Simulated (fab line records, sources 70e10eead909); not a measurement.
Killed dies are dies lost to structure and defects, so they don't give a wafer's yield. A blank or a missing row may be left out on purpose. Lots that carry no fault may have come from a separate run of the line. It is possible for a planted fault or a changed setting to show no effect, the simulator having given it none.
Code-filled problem report in 8D (eight disciplines) form || flow nand_harc || the parts of the form that need people (team, actions taken, sign-off) are left out

== 1. PROBLEM STATEMENT ==
cd_nm at NHARC_A_M0_CD_MEAS_09 reads a mean of 109.0 nm on 6 wafers of 2 lots; wafers without a fault read 80.2 nm with a standard deviation of 0.83. That puts it +35 standard deviations away from the usual mean.
The step: target cd 80 nm.
Seen first at day 31 18:10 on cd_sem-02, wafer L847.4. Wafers with a number at this step in the record: 42, from 14 lots. By rule, "out" or "out of limits" means more than 4 standard deviations away from the usual mean. The rest of the wafers with a number are treated as sound.

== 2. WHAT THIS IS AND IS NOT ==
{"question": "which readings at this step", "is": "cd_nm", "is not": "-"}
{"question": "which lots", "is": "L847, L848", "is not": "L826, L828, L829, L830, L831, L832, L833, L836, L837, L838, L840, L844"}
{"question": "which wafers of those lots", "is": "all that have a number", "is not": "-"}
{"question": "read on which gauges", "is": "cd_sem-02, cd_sem-03", "is not": "cd_sem-01"}
{"question": "when", "is": "from day 31 18:10", "is not": "up to then (36 sound wafers)"}

== 3. WHAT RULES OUT EACH SUSPECT ==
Counting: a tool stays on the suspect list if, at a process step up to the reading, it processed all lots that are out and no sound lot following the first of them.
- ruled out: the gauge at NHARC_A_M0_CD_MEAS_09. The wafers that are out were read on 2 gauges (cd_sem-02, cd_sem-03).
- litho_track-04 at NHARC_A_M0_PEB_07 (peb time 65 s): kept. It processed each lot that is out, first L847 at day 31 18:05, and no sound lot thereafter; up to then, the last sound lot it processed was L840 at day 28 17:34. Out on those wafers are its own readings of heater_power_total_W, plate_temp_C.
The count leaves litho_track-04 at NHARC_A_M0_PEB_07.

== 4. THE CAUSE (what the simulator had put in) ==
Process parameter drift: litho_track-04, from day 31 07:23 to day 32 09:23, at NHARC_A_M0_PEB_07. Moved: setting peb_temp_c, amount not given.
This tool alone remained once counting was done.

== 5. SEQUENCE OF EFFECTS, ordered by route ==
Each row: a reading whose mean over the struck wafers that have a number lies more than 3 standard deviations from the usual. Readings are gone through only where the record gives a usual standard deviation; hours: the median, over the lots, of the time from a lot's start at the first step in this table giving one to that lot's start at this step; sigmas: the change measured in usual standard deviations.
{"hours": 0, "step": "NHARC_A_M0_PEB_07", "reading": "heater_power_total_W", "usual": "156.6 W", "on struck wafers": 176.9, "change": "+20.3", "sigmas": "+47"}
{"hours": 0, "step": "NHARC_A_M0_PEB_07", "reading": "plate_temp_C", "usual": "100.02 C", "on struck wafers": 109.27, "change": "+9.25", "sigmas": "+71"}
{"hours": 0, "step": "NHARC_A_M0_CD_MEAS_09", "reading": "cd_nm", "usual": "80.2 nm", "on struck wafers": 109.0, "change": "+28.8", "sigmas": "+35"}
It contains these process steps:
- NHARC_A_M0_PEB_07: peb time 65 s.

== 6. HOW IT WOULD HAVE BEEN CAUGHT EARLIER ==
11 hours passed between the start of the fault at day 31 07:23 and the first reading out of limits at a measuring or inspecting step in this record, taken at day 31 18:10.
Tool's own readings at NHARC_A_M0_PEB_07, heater_power_total_W, plate_temp_C: out on all struck wafers the step has rows for; an alarm limit on them would have tripped on the first.
Of the lots that are out (2), L848 began NHARC_A_M0_PEB_07 on litho_track-04 after day 31 18:10. A tool hold placed at that time would have kept it from harm.
